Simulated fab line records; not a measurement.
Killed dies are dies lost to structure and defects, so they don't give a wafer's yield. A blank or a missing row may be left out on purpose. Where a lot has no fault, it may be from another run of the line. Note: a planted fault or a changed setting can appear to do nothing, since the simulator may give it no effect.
fab line records	flow nand-harc
record: lots: 24	wafers: 72	last-day: 24
route steps=1159 shown P_GATE@156 P_CONTACT@217 P_M0@263
lots that met no fault: from a run of the same line without faults
start-h: hours from the record's first day to the start of the lot's first wafer shown	wait-h: time in hours since the lot's previous step	" same as the row above	L1.1+2: one row covering several wafers at once	- no value present, or no start provided	* or withheld: withheld	< > ~ a bound
route shown NAME@n: a module of which the file shows steps, and the number in the route of the first	usual: mean/standard deviation taken from wafers without a fault	same: alike in all rows	chamber/n: place in a boat	sites: per-site readings	_std_site: the values' standard deviation	_edge_site: inner sites' mean taken away from outer sites' mean	radius-mm: for every site, how far away it sits from the centre of the wafer	mask NAME#n: copy n	behind: the last tool/chamber to shape the wafer	hold: the reason the lot was held/the length of the hold in hours/how it ended	device: names the non-switching transistor (n, p or np)	end of line: the tests these same wafers got at the end of their route	a step given without rows: its recipe and nothing more	killed: not the wafer's yield, but the dies lost to structure and defects at the first sort	map: a wafer's dies, x killed, . not, _ none there
set.NAME: the setting that was run; set.NAME@STEP: the one run at that earlier step	model.NAME: the simulator's own value behind a step, which no gauge read
route steps across a sampled set of lots; one table per step, one row per wafer
services: from which hour (start-h, from the record's first day; less than 0 if before it) a tool's chamber was out of use, for how many hours, and why
== steps ==
step: NHARC_P_GATE_ETCHBACK_37
recipe: target-depth-a: 345	time-s: 17.2	chf3-flow-sccm: 50	o2-flow-sccm: 10	ar-flow-sccm: 200	rf-w: 500	bias-w: 200	chemistry: CHF3/O2
usual: drypump-motor-current-A: 5.83/0.29	oes-product-au: 0.95/0.035	rf-vpp-V: 370.3/2.3	showerhead-plenum-p-Torr: 2.39/0.098	throttle-valve-pct: 20.572/0.0096
lot.wafer	tool	chamber	start-h	wait-h	drypump-motor-current-A	oes-product-au	rf-hours-counter-h	rf-vpp-V	showerhead-plenum-p-Torr	throttle-valve-pct
L074.1	rie-diel-07	3	-	-	5.54	0.92	6	371.3	2.45	20.557
L074.3	"	0	"	"	5.84	0.93	6	369.2	2.32	20.574
L074.5	"	1	"	"	5.86	0.93	-	367.6	2.30	20.594
L076.2	rie-diel-01	0	-	-	6.38	0.99	50	373.4	2.51	20.565
L076.1	"	1	"	"	5.93	1.00	49	368.1	2.27	20.587
L076.5	"	2	"	"	5.70	0.99	-	369.9	2.33	20.579
L075.3	rie-diel-11	1	-	-	6.39	0.99	30	372.5	2.47	20.576
L075.2	"	3	"	"	5.75	1.01	34	369.3	2.30	20.567
L075.6	"	1	"	"	6.39	0.99	-	372.6	2.47	20.565
L077.3	rie-diel-01	3	-	-	5.78	0.93	50	372.4	2.40	20.564
L077.4	"	0	"	"	6.41	0.93	52	373.4	2.51	20.560
L077.5	"	2	"	"	5.73	0.93	-	369.9	2.33	20.567
L078.2	rie-diel-11	0	-	-	5.45	0.99	35	373.3	2.54	20.579
L078.6	"	1	"	"	6.40	1.00	-	372.4	2.47	20.574
L078.5	"	2	"	"	5.51	1.00	-	365.2	2.24	20.577
L080.1	rie-diel-07	0	-	-	5.81	0.92	11	368.8	2.31	20.566
L080.2	"	1	"	"	5.90	0.92	11	367.4	2.30	20.575
L080.6	"	2	"	"	5.84	0.92	-	371.2	2.45	20.585
L079.1	rie-diel-07	0	-	-	5.78	0.92	12	369.0	2.31	20.580
L079.4	"	3	"	"	5.54	0.92	-	371.9	2.44	20.568
L079.6	"	0	"	"	5.87	0.92	-	369.2	2.31	20.572
L081.3	rie-diel-11	3	-	-	5.75	1.00	45	369.1	2.30	20.568
L081.1	"	2	"	"	5.52	1.00	46	367.2	2.24	20.593
L081.6	"	0	"	"	5.44	0.98	-	373.3	2.54	20.573
L082.4	rie-diel-07	1	-	-	5.90	0.93	13	369.1	2.30	20.576
L082.3	"	3	"	"	5.55	0.92	15	373.6	2.44	20.580
L082.6	"	1	"	"	5.88	0.92	-	368.4	2.30	20.556
L083.4	rie-diel-01	0	-	-	6.40	1.00	0	372.3	2.51	20.577
L083.3	"	2	"	"	5.70	1.00	0	368.4	2.33	20.573
L083.6	"	3	"	"	5.79	1.01	-	371.5	2.40	20.584
L085.3	rie-diel-11	1	-	-	6.40	0.92	52	372.9	2.46	20.573
L085.1	"	2	"	"	5.51	0.93	54	367.7	2.23	20.560
L085.4	"	3	"	"	5.71	0.93	53	368.1	2.29	20.569
L084.2	rie-diel-11	2	-	-	5.55	0.93	55	366.8	2.23	20.574
L084.3	"	3	"	"	5.73	0.93	54	369.3	2.29	20.572
L084.6	"	1	"	"	6.40	0.93	-	372.6	2.46	20.579
L086.2	rie-diel-07	3	-	-	5.56	0.95	20	372.3	2.44	20.576
L086.4	"	3	"	"	5.56	0.95	-	370.6	2.44	20.574
L086.5	"	0	"	"	5.86	0.94	-	369.1	2.31	20.581
L087.2	rie-diel-07	0	-	-	5.83	0.93	20	366.9	2.31	20.569
L087.1	"	1	"	"	5.87	0.93	19	369.3	2.29	20.562
L087.3	"	3	"	"	5.56	0.92	20	371.2	2.44	20.564
L088.2	rie-diel-11	1	-	-	6.40	0.93	60	373.0	2.46	20.564
L088.6	"	0	"	"	5.46	0.93	-	372.6	2.53	20.565
L088.5	"	1	"	"	6.40	0.93	-	372.2	2.46	20.568
L089.1	rie-diel-01	1	-	-	5.92	0.99	14	368.5	2.26	20.576
L089.4	"	2	"	"	5.72	1.00	15	366.5	2.32	20.574
L089.5	"	3	"	"	5.78	1.01	-	370.2	2.39	20.578
L090.4	rie-diel-07	0	-	-	5.86	1.00	23	369.1	2.31	20.578
L090.2	"	2	"	"	5.83	1.00	21	371.6	2.44	20.564
L090.1	"	3	"	"	5.55	1.00	22	371.4	2.44	20.586
L092.2	rie-diel-11	3	-	-	5.76	0.99	1	368.4	2.29	20.578
L092.4	"	1	"	"	6.42	0.99	1	371.3	2.46	20.568
L092.1	"	2	"	"	5.53	1.01	1	373.7	2.60	20.566
L091.3	rie-diel-07	2	-	-	5.83	0.92	23	371.3	2.44	20.582
L091.1	"	1	"	"	5.86	0.94	22	368.4	2.29	20.568
L091.5	"	2	"	"	5.82	0.92	-	371.4	2.44	20.585
L093.2	rie-diel-07	2	-	-	5.85	0.92	24	371.4	2.44	20.596
L093.3	"	3	"	"	5.57	0.92	24	371.0	2.44	20.586
L093.1	"	0	"	"	5.87	0.93	25	367.5	2.31	20.572
L094.1	rie-diel-07	3	-	-	5.56	0.92	27	370.4	2.44	20.560
L094.3	"	0	"	"	5.88	0.93	28	367.6	2.31	20.576
L094.5	"	3	"	"	5.54	0.91	-	372.0	2.44	20.590
L095.2	rie-diel-11	0	-	-	5.43	0.92	13	374.0	2.52	20.591
L095.4	"	2	"	"	5.52	0.92	12	375.7	2.59	20.575
L095.5	"	0	"	"	5.47	0.92	-	374.2	2.52	20.566
L097.2	rie-diel-01	0	-	-	6.41	0.92	33	373.2	2.50	20.577
L097.3	"	1	"	"	5.97	0.92	34	366.8	2.25	20.573
L097.1	"	2	"	"	5.69	0.93	33	368.0	2.31	20.587
L096.4	rie-diel-01	0	-	-	6.40	0.94	33	373.2	2.50	20.561
L096.1	"	3	"	"	5.76	0.93	34	369.6	2.39	20.578
L096.5	"	1	"	"	5.95	0.91	-	366.8	2.25	20.581
step: NHARC_P_GATE_DESCUM_48
recipe: time-s: 3	o2-flow-sccm: 200	ar-flow-sccm: 0	bias-power-w: 0	chemistry: O2
usual: drypump-motor-current-A: 5.79/0.25	oes-product-au: 0.998/0.0073	rf-vpp-V: 57.8/0.92	showerhead-plenum-p-Torr: 1.90/0.081	throttle-valve-pct: 11.311/0.0083
lot.wafer	tool	chamber	start-h	wait-h	drypump-motor-current-A	oes-product-au	rf-hours-counter-h	rf-vpp-V	showerhead-plenum-p-Torr	throttle-valve-pct
L074.3	rie-diel-07	2	97.19	-	5.84	0.978	5	57.6	1.95	11.314
L074.1	"	3	"	"	5.57	0.993	6	57.7	1.95	11.300
L074.5	"	0	"	"	5.87	0.996	-	56.4	1.84	11.307
L076.2	rie-diel-07	0	109.76	-	5.88	0.993	8	57.3	1.84	11.312
L076.1	"	3	"	"	5.55	1.002	8	57.1	1.95	11.322
L076.5	"	0	"	"	5.84	0.997	-	57.4	1.84	11.303
L075.3	rie-diel-07	3	109.99	-	5.55	0.998	8	56.8	1.95	11.302
L075.2	"	0	"	"	5.84	0.999	8	57.4	1.84	11.318
L075.6	"	3	"	"	5.56	1.003	-	58.3	1.95	11.313
L077.4	rie-diel-11	0	116.83	-	5.43	0.996	35	58.2	2.03	11.309
L077.3	"	3	"	"	5.73	1.000	35	58.5	1.83	11.314
L077.5	"	1	"	"	6.41	0.994	-	57.9	1.97	11.314
L078.2	rie-diel-11	0	117.42	-	5.45	0.999	35	58.0	2.03	11.305
L078.5	"	3	"	"	5.74	1.004	-	56.5	1.83	11.304
L078.6	"	0	"	"	5.42	0.995	-	58.2	2.03	11.314
L080.1	rie-diel-11	3	138.35	-	5.74	1.001	42	57.9	1.83	11.312
L080.2	"	0	"	"	5.48	0.995	42	57.1	2.03	11.331
L080.6	"	1	"	"	6.41	0.983	-	58.0	1.97	11.317
L079.1	rie-diel-07	3	140.77	-	5.55	1.007	12	58.2	1.95	11.309
L079.4	"	3	"	"	5.54	1.006	-	57.4	1.95	11.308
L079.6	"	2	"	"	5.83	0.988	-	57.9	1.95	11.306
L081.3	rie-diel-07	3	145.18	-	5.56	1.002	14	57.7	1.95	11.326
L081.1	"	0	"	"	5.82	1.008	14	59.7	1.84	11.307
L081.6	"	1	"	"	5.86	1.015	-	57.4	1.83	11.320
L082.3	rie-diel-07	0	148.15	-	5.88	0.996	15	58.1	1.84	11.306
L082.4	"	2	"	"	5.82	0.987	15	58.0	1.95	11.317
L082.6	"	1	"	"	5.87	1.006	-	57.4	1.83	11.303
L083.4	rie-diel-11	0	148.32	-	5.46	0.996	47	58.8	2.02	11.307
L083.3	"	2	"	"	5.49	1.008	49	58.0	1.77	11.298
L083.6	"	0	"	"	5.45	1.002	-	58.3	2.02	11.311
L085.4	rie-diel-07	1	162.19	-	5.87	0.997	17	58.1	1.82	11.317
L085.3	"	3	"	"	5.57	0.989	18	58.3	1.95	11.316
L085.1	"	0	"	"	5.86	0.998	19	58.2	1.84	11.305
L084.3	rie-diel-07	2	164.51	-	5.83	0.986	18	57.6	1.95	11.314
L084.2	"	1	"	"	5.91	1.010	17	57.1	1.82	11.319
L084.6	"	2	"	"	5.84	0.993	-	58.4	1.95	11.320
L086.2	rie-diel-07	1	177.73	-	5.87	1.000	19	58.5	1.82	11.321
L086.5	"	1	"	"	5.93	1.008	-	58.5	1.82	11.307
L086.4	"	3	"	"	5.57	1.001	-	60.2	1.95	11.301
L087.2	rie-diel-07	0	178.45	-	5.87	0.999	20	58.2	1.84	11.296
L087.1	"	1	"	"	5.88	1.004	19	57.9	1.82	11.322
L087.3	"	2	"	"	5.84	0.989	19	59.6	1.95	11.310
L088.2	rie-diel-01	1	187.03	-	5.89	0.992	14	57.3	1.79	11.315
L088.6	"	2	"	"	5.69	0.995	-	58.5	1.85	11.303
L088.5	"	3	"	"	5.78	1.012	-	59.6	1.91	11.311
L089.4	rie-diel-07	1	190.99	-	5.86	1.018	20	56.3	1.82	11.321
L089.1	"	3	"	"	5.57	0.993	21	58.4	1.94	11.313
L089.5	"	0	"	"	5.89	1.005	-	57.3	1.84	11.330
L090.4	rie-diel-07	2	196.49	-	5.85	0.997	22	57.0	1.95	11.312
L090.1	"	3	"	"	5.53	1.001	22	57.4	1.94	11.324
L090.2	"	0	"	"	5.89	0.995	23	59.2	1.84	11.314
L092.2	rie-diel-07	0	203.72	-	5.80	1.001	23	56.0	1.84	11.305
L092.4	"	1	"	"	5.86	1.008	22	59.4	1.82	11.299
L092.1	"	2	"	"	5.83	0.990	23	56.3	1.95	11.311
L091.1	rie-diel-01	2	203.88	-	5.70	1.005	22	57.0	1.84	11.315
L091.3	"	3	"	"	5.75	0.999	23	58.6	1.90	11.307
L091.5	"	2	"	"	5.71	1.002	-	56.9	1.84	11.316
L093.2	rie-diel-07	3	211.02	-	5.54	0.991	24	57.3	1.94	11.300
L093.1	"	0	"	"	5.82	0.989	25	58.2	1.84	11.318
L093.3	"	1	"	"	5.85	1.009	24	57.0	1.82	11.307
L094.3	rie-diel-11	0	218.98	-	5.49	0.999	9	58.0	2.02	11.296
L094.1	"	1	"	"	6.42	0.997	11	57.7	1.96	11.299
L094.5	"	3	"	"	5.77	1.007	-	57.6	1.82	11.305
L095.2	rie-diel-11	2	227.81	-	5.53	1.003	12	58.3	2.07	11.305
L095.4	"	1	"	"	6.40	0.982	12	58.0	1.96	11.317
L095.5	"	3	"	"	5.73	1.003	-	56.4	1.82	11.300
L097.1	rie-diel-11	1	233.08	-	6.42	0.994	14	58.4	1.96	11.312
L097.2	"	2	"	"	5.53	1.001	14	56.0	2.07	11.303
L097.3	"	3	"	"	5.73	1.001	14	57.9	1.82	11.303
L096.1	rie-diel-11	1	234.23	-	6.40	0.995	14	58.0	1.96	11.302
L096.4	"	0	"	"	5.46	1.013	15	59.4	2.01	11.317
L096.5	"	1	"	"	6.42	0.989	-	58.3	1.96	11.316
step: NHARC_P_GATE_DEGAS_109
recipe: temp-c: 300	time-s: 60
usual: heater-power-w: 495/36
lot.wafer	tool	chamber	start-h	wait-h	heater-power-w
L074.3	pvd-sputter-02	-	102.53	0.1	533
L074.1	"	-	"	"	484
L074.5	"	-	"	"	540
L076.1	pvd-sputter-03	-	115.26	0.1	521
L076.2	"	-	"	"	507
L076.5	"	-	"	"	510
L075.3	pvd-sputter-02	-	115.72	0.1	488
L075.2	"	-	"	"	492
L075.6	"	-	"	"	488
L077.3	pvd-sputter-02	-	122.33	0.1	512
L077.4	"	-	"	"	493
L077.5	"	-	"	"	490
L078.2	pvd-sputter-03	-	122.86	0.1	457
L078.6	"	-	"	"	510
L078.5	"	-	"	"	452
L080.1	pvd-sputter-01	-	143.91	0.1	442
L080.2	"	-	"	"	432
L080.6	"	-	"	"	453
L079.1	pvd-sputter-01	-	146.40	0.1	437
L079.4	"	-	"	"	440
L079.6	"	-	"	"	427
L081.3	pvd-sputter-01	-	150.69	0.1	434
L081.1	"	-	"	"	522
L081.6	"	-	"	"	446
L082.3	pvd-sputter-02	-	153.57	0.1	519
L082.4	"	-	"	"	519
L082.6	"	-	"	"	497
L083.4	pvd-sputter-02	-	154.25	0.1	527
L083.3	"	-	"	"	489
L083.6	"	-	"	"	503
L085.3	pvd-sputter-02	-	167.87	0.1	519
L085.1	"	-	"	"	505
L085.4	"	-	"	"	542
L084.2	pvd-sputter-03	-	170.11	0.1	521
L084.3	"	-	"	"	534
L084.6	"	-	"	"	535
L086.2	pvd-sputter-02	-	183.15	0.1	539
L086.4	"	-	"	"	523
L086.5	"	-	"	"	506
L087.3	pvd-sputter-03	-	183.80	0.1	531
L087.2	"	-	"	"	536
L087.1	"	-	"	"	464
L088.2	pvd-sputter-02	-	192.58	0.1	517
L088.6	"	-	"	"	485
L088.5	"	-	"	"	515
L089.4	pvd-sputter-03	-	196.69	0.1	533
L089.1	"	-	"	"	456
L089.5	"	-	"	"	533
L090.1	pvd-sputter-02	-	201.78	0.1	523
L090.4	"	-	"	"	544
L090.2	"	-	"	"	490
L092.4	pvd-sputter-03	-	209.03	0.1	462
L092.2	"	-	"	"	536
L092.1	"	-	"	"	513
L091.3	pvd-sputter-01	-	209.61	0.1	433
L091.1	"	-	"	"	412
L091.5	"	-	"	"	409
L093.1	pvd-sputter-01	-	216.50	0.1	423
L093.3	"	-	"	"	432
L093.2	"	-	"	"	525
L094.3	pvd-sputter-02	-	224.16	0.1	473
L094.1	"	-	"	"	500
L094.5	"	-	"	"	455
L095.4	pvd-sputter-02	-	234.18	0.1	536
L095.2	"	-	"	"	477
L095.5	"	-	"	"	539
L097.3	pvd-sputter-03	-	238.51	0.1	532
L097.2	"	-	"	"	503
L097.1	"	-	"	"	474
L096.1	pvd-sputter-01	-	239.66	0.1	422
L096.4	"	-	"	"	514
L096.5	"	-	"	"	451
step: NHARC_P_CONTACT_DEP_30
recipe: target-thk-a: 300	temp-c: 400	target-thk-nm: 30	flow-sccm: 200	rf-w: 450	material: SiNx
usual: heater-power-w: 676/120
lot.wafer	tool	chamber	start-h	wait-h	heater-power-w
L074.1	pecvd-01	2	103.81	0.1	878
L074.3	"	0	"	"	687
L074.5	"	2	"	"	854
L076.1	pecvd-01	0	116.28	0.1	585
L076.2	"	1	"	"	680
L076.5	"	2	"	"	804
L075.2	pecvd-02	1	116.82	0.1	641
L075.3	"	0	"	"	436
L075.6	"	1	"	"	652
L077.3	pecvd-02	2	123.76	0.4	797
L077.5	"	1	"	"	581
L077.4	"	2	"	"	834
L078.2	pecvd-01	1	124.07	0.3	769
L078.6	"	1	"	"	784
L078.5	"	0	"	"	675
L080.2	pecvd-02	2	144.93	0.1	742
L080.1	"	1	"	"	564
L080.6	"	2	"	"	750
L079.1	pecvd-01	1	147.50	0.1	719
L079.6	"	2	"	"	868
L079.4	"	0	"	"	612
L081.1	pecvd-03	0	151.74	0.1	584
L081.3	"	1	"	"	901
L081.6	"	2	"	"	693
L082.3	pecvd-01	1	154.67	0.1	732
L082.6	"	0	"	"	680
L082.4	"	2	"	"	868
L083.3	pecvd-01	1	155.26	0.1	623
L083.4	"	1	"	"	633
L083.6	"	0	"	"	596
L085.1	pecvd-03	2	169.05	0.1	608
L085.3	"	0	"	"	580
L085.4	"	1	"	"	856
L084.2	pecvd-02	0	171.22	0.1	537
L084.3	"	0	"	"	525
L084.6	"	1	"	"	567
L086.2	pecvd-02	0	184.23	0.1	480
L086.4	"	0	"	"	489
L086.5	"	1	"	"	523
L087.1	pecvd-03	0	184.83	0.1	596
L087.2	"	1	"	"	814
L087.3	"	2	"	"	681
L088.2	pecvd-03	0	194.34	0.6	601
L088.5	"	0	"	"	615
L088.6	"	2	"	"	627
L089.1	pecvd-01	0	197.71	0.1	659
L089.4	"	0	"	"	663
L089.5	"	1	"	"	669
L090.1	pecvd-01	1	202.86	0.1	696
L090.2	"	0	"	"	656
L090.4	"	1	"	"	688
L092.2	pecvd-02	0	210.06	0.1	484
L092.1	"	1	"	"	554
L092.4	"	2	"	"	793
L091.1	pecvd-03	0	210.63	0.1	625
L091.3	"	0	"	"	628
L091.5	"	0	"	"	618
L093.3	pecvd-01	0	217.71	0.1	659
L093.2	"	1	"	"	679
L093.1	"	2	"	"	808
L094.1	pecvd-03	1	225.17	0.1	832
L094.3	"	2	"	"	581
L094.5	"	0	"	"	565
L095.2	pecvd-01	2	235.27	0.1	738
L095.5	"	0	"	"	597
L095.4	"	2	"	"	749
L097.3	pecvd-03	2	239.63	0.1	603
L097.1	"	0	"	"	617
L097.2	"	1	"	"	924
L096.1	pecvd-03	2	240.66	0.1	651
L096.5	"	2	"	"	659
L096.4	"	0	"	"	591
step: NHARC_P_CONTACT_ETCH_35
recipe: target-depth-a: 390	over-etch-frac: 0.3	time-s: 65	ion-energy-ev: 80	cf4-flow-sccm: 150	ar-flow-sccm: 0	rf-w: 300	bias-w: 100	chemistry: CF4
usual: drypump-motor-current-A: 5.8/0.55	oes-product-au: 0.998/0.0069	rf-vpp-V: 151.8/1.1	showerhead-plenum-p-Torr: 1.81/0.063	throttle-valve-pct: 13.284/0.0091
lot.wafer	tool	chamber	start-h	wait-h	drypump-motor-current-A	oes-product-au	rf-hours-counter-h	rf-vpp-V	showerhead-plenum-p-Torr	throttle-valve-pct
L074.3	rie-diel-10	2	105.66	0.1	6.3	1.002	9	152.8	1.88	13.297
L074.1	"	0	"	"	6.5	0.998	10	152.4	1.87	13.283
L074.5	"	2	"	"	6.3	1.001	-	152.3	1.88	13.272
L076.2	rie-diel-06	2	118.09	0.1	5.3	0.993	14	152.2	1.77	13.283
L076.1	"	1	"	"	5.4	0.995	14	151.7	1.87	13.280
L076.5	"	3	"	"	5.3	0.995	-	151.9	1.87	13.289
L075.3	rie-diel-10	1	118.66	0.1	6.4	1.001	11	151.2	1.73	13.282
L075.2	"	3	"	"	4.9	0.993	12	151.7	1.79	13.290
L075.6	"	2	"	"	6.3	0.991	-	154.1	1.88	13.280
L077.3	rie-diel-13	1	125.38	0.1	5.1	1.000	2	151.2	1.86	13.284
L077.4	"	2	"	"	5.5	0.994	2	151.1	1.83	13.299
L077.5	"	1	"	"	5.1	0.999	-	151.7	1.86	13.268
L078.2	rie-diel-13	3	125.90	0.2	5.4	1.007	2	152.6	1.88	13.306
L078.6	"	0	"	"	6.1	1.003	-	150.0	1.72	13.287
L078.5	"	1	"	"	5.1	1.003	-	152.5	1.86	13.301
L080.2	rie-diel-10	3	146.76	0.1	4.9	0.998	13	151.8	1.79	13.290
L080.1	"	0	"	"	6.4	0.996	14	150.7	1.87	13.280
L080.6	"	3	"	"	4.9	1.000	-	150.4	1.79	13.269
L079.4	rie-diel-13	1	149.15	0.1	5.1	1.013	4	153.1	1.86	13.298
L079.1	"	3	"	"	5.5	0.987	4	152.5	1.88	13.286
L079.6	"	1	"	"	5.1	1.002	-	153.7	1.86	13.268
L081.3	rie-diel-13	3	153.43	0.1	5.5	1.016	5	152.4	1.88	13.281
L081.1	"	1	"	"	5.2	0.999	4	151.9	1.86	13.281
L081.6	"	0	"	"	6.1	0.998	-	151.0	1.72	13.280
L082.4	rie-diel-13	0	156.45	0.1	6.1	0.991	6	151.4	1.72	13.301
L082.3	"	2	"	"	5.5	0.998	6	152.6	1.83	13.291
L082.6	"	1	"	"	5.1	0.997	-	152.1	1.86	13.287
L083.3	rie-diel-10	2	156.97	0.1	6.3	0.994	14	152.6	1.87	13.283
L083.4	"	3	"	"	4.9	0.989	15	151.8	1.79	13.289
L083.6	"	1	"	"	6.4	0.997	-	151.2	1.73	13.278
L085.4	rie-diel-13	0	170.87	0.1	6.1	0.997	8	150.8	1.72	13.275
L085.1	"	1	"	"	5.1	1.002	6	152.8	1.86	13.269
L085.3	"	2	"	"	5.5	1.002	7	151.5	1.83	13.276
L084.2	rie-diel-10	1	173.11	0.1	6.4	1.006	16	150.4	1.73	13.279
L084.3	"	3	"	"	4.9	0.995	17	152.4	1.78	13.284
L084.6	"	1	"	"	6.4	1.006	-	151.4	1.73	13.281
L086.2	rie-diel-10	3	186.24	0.1	4.9	0.984	0	152.6	1.78	13.293
L086.4	"	1	"	"	6.4	1.006	0	152.0	1.73	13.284
L086.5	"	3	"	"	4.9	0.995	-	152.3	1.78	13.280
L087.1	rie-diel-06	3	186.54	0.1	5.4	0.988	46	154.1	1.86	13.278
L087.3	"	0	"	"	6.3	0.991	47	150.4	1.75	13.268
L087.2	"	2	"	"	5.2	0.993	39	150.7	1.76	13.273
L088.2	rie-diel-13	0	196.20	0.1	6.1	0.998	10	149.1	1.72	13.283
L088.5	"	1	"	"	5.1	1.004	-	152.7	1.86	13.285
L088.6	"	2	"	"	5.6	1.005	-	153.0	1.83	13.295
L089.1	rie-diel-10	0	199.53	0.1	6.5	1.002	1	153.1	1.86	13.275
L089.4	"	2	"	"	6.3	0.999	1	152.9	1.87	13.286
L089.5	"	0	"	"	6.5	1.002	-	151.2	1.86	13.277
L090.1	rie-diel-13	1	204.69	0.1	5.1	1.000	10	151.4	1.86	13.296
L090.4	"	2	"	"	5.5	1.004	12	153.3	1.83	13.310
L090.2	"	3	"	"	5.5	0.995	12	152.3	1.87	13.283
L092.2	rie-diel-13	0	211.89	0.1	6.1	0.998	12	150.4	1.72	13.288
L092.4	"	2	"	"	5.5	1.012	12	151.0	1.83	13.299
L092.1	"	3	"	"	5.4	0.997	12	153.6	1.87	13.275
L091.3	rie-diel-10	2	212.69	0.1	6.3	0.991	2	153.2	1.87	13.288
L091.1	"	0	"	"	6.5	0.990	2	153.9	1.86	13.288
L091.5	"	2	"	"	6.3	1.001	-	152.9	1.87	13.288
L093.2	rie-diel-13	3	219.40	0.1	5.5	1.007	13	154.2	1.87	13.286
L093.1	"	0	"	"	6.1	0.996	13	152.0	1.72	13.293
L093.3	"	1	"	"	5.1	1.005	11	152.1	1.86	13.273
L094.3	rie-diel-13	2	226.89	0.1	5.5	0.993	13	152.3	1.83	13.283
L094.1	"	0	"	"	6.1	0.979	14	150.3	1.72	13.284
L094.5	"	2	"	"	5.5	0.997	-	150.8	1.83	13.274
L095.2	rie-diel-10	1	237.02	0.1	6.4	1.010	6	150.4	1.72	13.277
L095.4	"	3	"	"	4.9	0.992	6	151.7	1.78	13.293
L095.5	"	2	"	"	6.3	1.000	-	151.8	1.87	13.285
L097.3	rie-diel-13	0	241.59	0.2	6.1	0.995	16	150.3	1.72	13.284
L097.2	"	2	"	"	5.5	0.998	15	152.5	1.83	13.281
L097.1	"	3	"	"	5.4	0.992	16	151.8	1.87	13.287
L096.1	rie-diel-10	2	242.53	0.1	6.3	0.993	6	152.4	1.87	13.283
L096.4	"	3	"	"	4.9	0.992	6	151.5	1.78	13.301
L096.5	"	1	"	"	6.4	0.991	-	150.6	1.72	13.274
step: NHARC_P_M0_CD_MEAS_09
recipe: target-cd-nm: 90	landing-energy-ev: 500
usual: cd-nm: 90.0/0.47
lot.wafer	tool	chamber	start-h	wait-h	cd-nm
L074.1	cd-sem-02	0	110.75	-	89.7
L074.3	"	0	"	"	89.6
L074.5	"	0	"	"	90.2
L076.1	cd-sem-03	0	124.31	-	89.5
L076.2	"	0	"	"	90.0
L076.5	"	0	"	"	89.7
L075.2	cd-sem-01	0	124.89	-	88.9
L075.3	"	0	"	"	89.1
L075.6	"	0	"	"	88.9
L077.3	cd-sem-01	0	132.85	-	89.4
L077.4	"	0	"	"	89.8
L077.5	"	0	"	"	90.0
L078.2	cd-sem-02	0	133.38	-	90.2
L078.5	"	0	"	"	89.8
L078.6	"	0	"	"	90.5
L080.1	cd-sem-02	0	150.79	-	89.5
L080.2	"	0	"	"	89.8
L080.6	"	0	"	"	89.8
L079.1	cd-sem-03	0	152.93	-	90.5
L079.4	"	0	"	"	90.0
L079.6	"	0	"	"	90.3
L081.1	cd-sem-01	0	157.52	-	90.2
L081.3	"	0	"	"	90.0
L081.6	"	0	"	"	90.1
L082.3	cd-sem-02	0	160.97	-	89.9
L082.4	"	0	"	"	89.6
L082.6	"	0	"	"	90.0
L083.3	cd-sem-01	0	161.12	-	90.6
L083.4	"	0	"	"	91.2
L083.6	"	0	"	"	90.9
L085.1	cd-sem-03	0	175.57	-	90.2
L085.3	"	0	"	"	89.2
L085.4	"	0	"	"	90.4
L084.2	cd-sem-01	0	177.05	-	89.7
L084.3	"	0	"	"	89.8
L084.6	"	0	"	"	89.4
L086.2	cd-sem-03	0	190.21	-	89.7
L086.4	"	0	"	"	90.2
L086.5	"	0	"	"	90.0
L087.1	cd-sem-03	0	195.21	-	89.6
L087.2	"	0	"	"	89.6
L087.3	"	0	"	"	89.3
L088.2	cd-sem-03	0	208.78	-	90.1
L088.5	"	0	"	"	90.5
L088.6	"	0	"	"	90.7
L089.1	cd-sem-02	0	212.72	-	89.7
L089.4	"	0	"	"	91.1
L089.5	"	0	"	"	90.4
L090.1	cd-sem-03	0	213.15	-	89.9
L090.2	"	0	"	"	90.2
L090.4	"	0	"	"	89.6
L092.1	cd-sem-02	0	216.29	-	90.1
L092.2	"	0	"	"	90.1
L092.4	"	0	"	"	89.5
L091.1	cd-sem-03	0	216.69	-	90.2
L091.3	"	0	"	"	90.3
L091.5	"	0	"	"	90.9
L093.1	cd-sem-03	0	223.32	-	89.7
L093.2	"	0	"	"	90.4
L093.3	"	0	"	"	90.2
L094.1	cd-sem-02	0	234.25	-	90.6
L094.3	"	0	"	"	89.5
L094.5	"	0	"	"	90.0
L095.2	cd-sem-03	0	240.84	-	90.1
L095.4	"	0	"	"	90.3
L095.5	"	0	"	"	90.0
L097.1	cd-sem-02	0	245.56	-	90.7
L097.2	"	0	"	"	91.1
L097.3	"	0	"	"	90.8
L096.1	cd-sem-02	0	246.46	-	90.4
L096.4	"	0	"	"	89.9
L096.5	"	0	"	"	89.8
== services ==
tool	chamber	start-h	hours	kind
rie-diel-13	-	99.00	9.0	pm
rie-diel-11	1	101.57	2.8	repair
rie-diel-01	2	103.92	1.3	repair
pecvd-01	0	107.13	8.2	repair
pecvd-03	-	111.00	13.0	pm
rie-diel-13	3	115.32	4.6	repair
rie-diel-01	1	126.44	1.3	repair
pecvd-03	-	129.79	8.6	repair
rie-diel-13	1	131.91	7.5	repair
rie-diel-07	1	137.77	4.4	repair
rie-diel-01	-	137.83	9.0	pm
rie-diel-10	0	168.76	4.2	repair
rie-diel-07	2	172.16	5.7	repair
rie-diel-11	2	176.26	7.8	repair
rie-diel-10	-	176.50	9.0	pm
rie-diel-01	0	178.42	4.6	repair
rie-diel-13	0	188.16	5.6	repair
rie-diel-11	-	189.50	9.0	pm
rie-diel-01	0	200.03	4.9	repair
pvd-sputter-02	-	206.14	3.0	repair
pvd-sputter-02	-	214.00	10.0	pm
rie-diel-10	0	226.54	8.8	repair
rie-diel-07	-	228.20	9.0	pm
pecvd-01	-	237.18	13.0	pm
== key ==
fault none
